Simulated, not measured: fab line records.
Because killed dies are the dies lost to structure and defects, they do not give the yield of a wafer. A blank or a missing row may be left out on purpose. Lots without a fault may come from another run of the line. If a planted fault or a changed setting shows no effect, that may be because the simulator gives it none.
Which of the tools did it? | flow n5-finfet | Sampling: 24 lots, 72 wafers, 4 of 1938 route steps

== WHAT THE GAUGES SHOWED, per wafer ==
N5_BEOL_M5_THK_MEAS_53: measures by xrf.
lot  | measured     | on            | M5_THK (nm)
L074 | day 8 08:47  | film-metro-01 | 62.3 61.8 63.0
L076 | day 8 17:37  | film-metro-02 | 60.9 59.8 60.3
L075 | day 8 19:26  | film-metro-01 | 59.8 60.1 58.8
L077 | day 9 02:55  | film-metro-01 | 63.2 61.2 60.6
L078 | day 9 05:25  | film-metro-01 | 58.5 59.5 62.9
L079 | day 9 13:24  | film-metro-02 | 61.0 62.6 61.4
L080 | day 9 18:03  | film-metro-01 | 62.1 59.8 62.3
L082 | day 9 21:07  | film-metro-01 | 61.4 61.4 61.1
L081 | day 10 01:29 | film-metro-01 | 61.7 58.9 60.8
L083 | day 10 03:08 | film-metro-02 | 60.0 62.3 61.1
L084 | day 10 09:18 | film-metro-01 | 60.6 59.6 57.1
L088 | day 13 07:26 | film-metro-01 | 60.6 62.7 61.1
L095 | day 13 12:26 | film-metro-01 | 58.3 60.5 62.5
L094 | day 13 16:46 | film-metro-02 | 61.2 60.7 62.4
L085 | day 13 20:50 | film-metro-02 | 60.0 62.0 58.8
L090 | day 13 21:43 | film-metro-01 | 60.0 61.4 59.4
L089 | day 14 03:59 | film-metro-02 | 62.3 64.3 60.2
L092 | day 14 06:43 | film-metro-02 | 62.2 63.8 62.5
L091 | day 14 13:25 | film-metro-02 | 60.6 60.7 61.4
L087 | day 14 19:22 | film-metro-02 | 60.7 63.2 62.2
L096 | day 15 02:32 | film-metro-02 | 62.5 63.7 64.4
L093 | day 14 23:16 | film-metro-01 | 64.9 62.5 59.7
L086 | day 15 09:59 | film-metro-02 | 61.1 65.5 62.9
L097 | day 15 16:50 | film-metro-01 | 63.3 62.1 60.9

== EACH LOT AND THE TOOL THAT RAN IT (in order: tool; ch and the chambers of the sampled wafers; start) ==
lot  | N5_BEOL_M5_SPUTTER_48        | N5_BEOL_M5_ANNEAL_49         | N5_BEOL_M5_ANNEAL_84
L074 | pvd-sputter-01, day 8 03:39  | pvd-sputter-01, day 8 03:44  | pvd-sputter-01, day 8 05:54
L076 | pvd-sputter-02, day 8 12:29  | pvd-sputter-02, day 8 12:34  | pvd-sputter-02, day 8 14:44
L075 | pvd-sputter-01, day 8 13:56  | pvd-sputter-01, day 8 14:01  | pvd-sputter-01, day 8 16:11
L077 | pvd-sputter-03, day 8 21:31  | pvd-sputter-03, day 8 21:35  | pvd-sputter-03, day 8 23:46
L078 | pvd-sputter-01, day 9 00:16  | pvd-sputter-01, day 9 00:21  | pvd-sputter-01, day 9 02:31
L079 | pvd-sputter-01, day 9 06:58  | pvd-sputter-01, day 9 07:03  | pvd-sputter-01, day 9 09:14
L080 | pvd-sputter-03, day 9 12:48  | pvd-sputter-03, day 9 12:53  | pvd-sputter-03, day 9 15:04
L082 | pvd-sputter-01, day 9 15:57  | pvd-sputter-01, day 9 16:02  | pvd-sputter-01, day 9 18:12
L081 | pvd-sputter-03, day 9 20:19  | pvd-sputter-03, day 9 20:24  | pvd-sputter-03, day 9 22:34
L083 | pvd-sputter-02, day 9 21:52  | pvd-sputter-02, day 9 21:56  | pvd-sputter-02, day 10 00:07
L084 | pvd-sputter-03, day 10 03:32 | pvd-sputter-03, day 10 03:37 | pvd-sputter-03, day 10 05:47
L088 | pvd-sputter-02, day 13 02:14 | pvd-sputter-02, day 13 02:19 | pvd-sputter-02, day 13 04:30
L095 | pvd-sputter-01, day 13 07:17 | pvd-sputter-01, day 13 07:22 | pvd-sputter-01, day 13 09:32
L094 | pvd-sputter-02, day 13 11:17 | pvd-sputter-02, day 13 11:22 | pvd-sputter-02, day 13 13:32
L085 | pvd-sputter-03, day 13 15:41 | pvd-sputter-03, day 13 15:46 | pvd-sputter-03, day 13 17:57
L090 | pvd-sputter-02, day 13 16:29 | pvd-sputter-02, day 13 16:34 | pvd-sputter-02, day 13 18:44
L089 | pvd-sputter-02, day 13 22:51 | pvd-sputter-02, day 13 22:56 | pvd-sputter-02, day 14 01:07
L092 | pvd-sputter-03, day 14 01:35 | pvd-sputter-03, day 14 01:40 | pvd-sputter-03, day 14 03:50
L091 | pvd-sputter-01, day 14 07:50 | pvd-sputter-01, day 14 07:55 | pvd-sputter-01, day 14 10:05
L087 | pvd-sputter-01, day 14 14:13 | pvd-sputter-01, day 14 14:17 | pvd-sputter-01, day 14 16:28
L096 | pvd-sputter-02, day 14 17:50 | pvd-sputter-02, day 14 17:55 | pvd-sputter-02, day 14 23:39
L093 | pvd-sputter-03, day 14 18:08 | pvd-sputter-03, day 14 18:13 | pvd-sputter-03, day 14 20:23
L086 | pvd-sputter-03, day 15 02:35 | pvd-sputter-03, day 15 04:40 | pvd-sputter-03, day 15 06:50
L097 | pvd-sputter-01, day 15 11:42 | pvd-sputter-01, day 15 11:47 | pvd-sputter-01, day 15 13:57
- N5_BEOL_M5_SPUTTER_48: material Cu, target thk 15 nm, time 27.62 s.
- N5_BEOL_M5_ANNEAL_49: time 1800 s.
- N5_BEOL_M5_ANNEAL_84: time 1800 s.

== AS READ BY THE TOOLS THEMSELVES (means over the sampled wafers that have a number; for cases with no such wafer, the mark the record gives instead) ==
N5_BEOL_M5_SPUTTER_48.
lot  | tool           | chuck-sensor-temp-C (C) | throttle-valve-pct (%)
L074 | pvd-sputter-01 | -16.10                  | 30.7
L076 | pvd-sputter-02 | -15.80                  | 29.6
L075 | pvd-sputter-01 | -16.04                  | 30.0
L077 | pvd-sputter-03 | -15.97                  | 29.6
L078 | pvd-sputter-01 | -16.02                  | 30.5
L079 | pvd-sputter-01 | -15.94                  | 30.2
L080 | pvd-sputter-03 | -15.96                  | 30.1
L082 | pvd-sputter-01 | -15.91                  | 30.6
L081 | pvd-sputter-03 | -16.11                  | 30.2
L083 | pvd-sputter-02 | -15.80                  | 29.7
L084 | pvd-sputter-03 | -15.78                  | 29.4
L088 | pvd-sputter-02 | -15.77                  | 29.4
L095 | pvd-sputter-01 | -16.06                  | 30.3
L094 | pvd-sputter-02 | -15.60                  | 29.0
L085 | pvd-sputter-03 | -16.23                  | 31.1
L090 | pvd-sputter-02 | -16.04                  | 29.3
L089 | pvd-sputter-02 | -15.77                  | 28.9
L092 | pvd-sputter-03 | -16.00                  | 30.3
L091 | pvd-sputter-01 | -15.91                  | 30.6
L087 | pvd-sputter-01 | -15.91                  | 30.1
L096 | pvd-sputter-02 | -15.94                  | 29.4
L093 | pvd-sputter-03 | -15.80                  | 29.3
L086 | pvd-sputter-03 | -15.93                  | 30.1
L097 | pvd-sputter-01 | -16.01                  | 30.3

N5_BEOL_M5_ANNEAL_49.
lot  | tool           | heater-power-w (W)
L074 | pvd-sputter-01 | 796
L076 | pvd-sputter-02 | 816
L075 | pvd-sputter-01 | 827
L077 | pvd-sputter-03 | 867
L078 | pvd-sputter-01 | 795
L079 | pvd-sputter-01 | 838
L080 | pvd-sputter-03 | 864
L082 | pvd-sputter-01 | 808
L081 | pvd-sputter-03 | 856
L083 | pvd-sputter-02 | 800
L084 | pvd-sputter-03 | 894
L088 | pvd-sputter-02 | 802
L095 | pvd-sputter-01 | 834
L094 | pvd-sputter-02 | 778
L085 | pvd-sputter-03 | 846
L090 | pvd-sputter-02 | 827
L089 | pvd-sputter-02 | 822
L092 | pvd-sputter-03 | 862
L091 | pvd-sputter-01 | 800
L087 | pvd-sputter-01 | 826
L096 | pvd-sputter-02 | 822
L093 | pvd-sputter-03 | 887
L086 | pvd-sputter-03 | 904
L097 | pvd-sputter-01 | 811

N5_BEOL_M5_ANNEAL_84.
lot  | tool           | heater-power-w (W)
L074 | pvd-sputter-01 | 808
L076 | pvd-sputter-02 | 815
L075 | pvd-sputter-01 | 822
L077 | pvd-sputter-03 | 868
L078 | pvd-sputter-01 | 823
L079 | pvd-sputter-01 | 828
L080 | pvd-sputter-03 | 871
L082 | pvd-sputter-01 | 806
L081 | pvd-sputter-03 | 855
L083 | pvd-sputter-02 | 803
L084 | pvd-sputter-03 | 903
L088 | pvd-sputter-02 | 800
L095 | pvd-sputter-01 | 820
L094 | pvd-sputter-02 | 800
L085 | pvd-sputter-03 | 851
L090 | pvd-sputter-02 | 815
L089 | pvd-sputter-02 | 819
L092 | pvd-sputter-03 | 861
L091 | pvd-sputter-01 | 787
L087 | pvd-sputter-01 | 830
L096 | pvd-sputter-02 | 820
L093 | pvd-sputter-03 | 886
L086 | pvd-sputter-03 | 894
L097 | pvd-sputter-01 | 829

== THE ANSWER, worked out from the rows above alone ==
Rule: usual is defined by the lots themselves. The widest of any qualifying gaps counts: lots, ordered by their means at a reading, are off when they make up no more than a third of the lots, leave a main group of 4 or more, and stand apart from it by 3 or more times the standard deviation of that group's means. The tables above print the reading to a certain number of digits; a main group whose means all agree to those digits is not used. Also off: a lot with no number at a reading for which 4 or more lots have one. The other lots that the step has rows for count as sound. Order of review: gauges by route order, followed by the tools' own readings, for which a lot's mean as printed above is used. At the first step where some lot is off, the reading lying furthest off is the one used; lots without a number count as furthest.
Across all readings shown, no lot is off: no conclusion can be drawn from this.

== WHAT HAD BEEN PUT IN BY THE SIMULATOR ==
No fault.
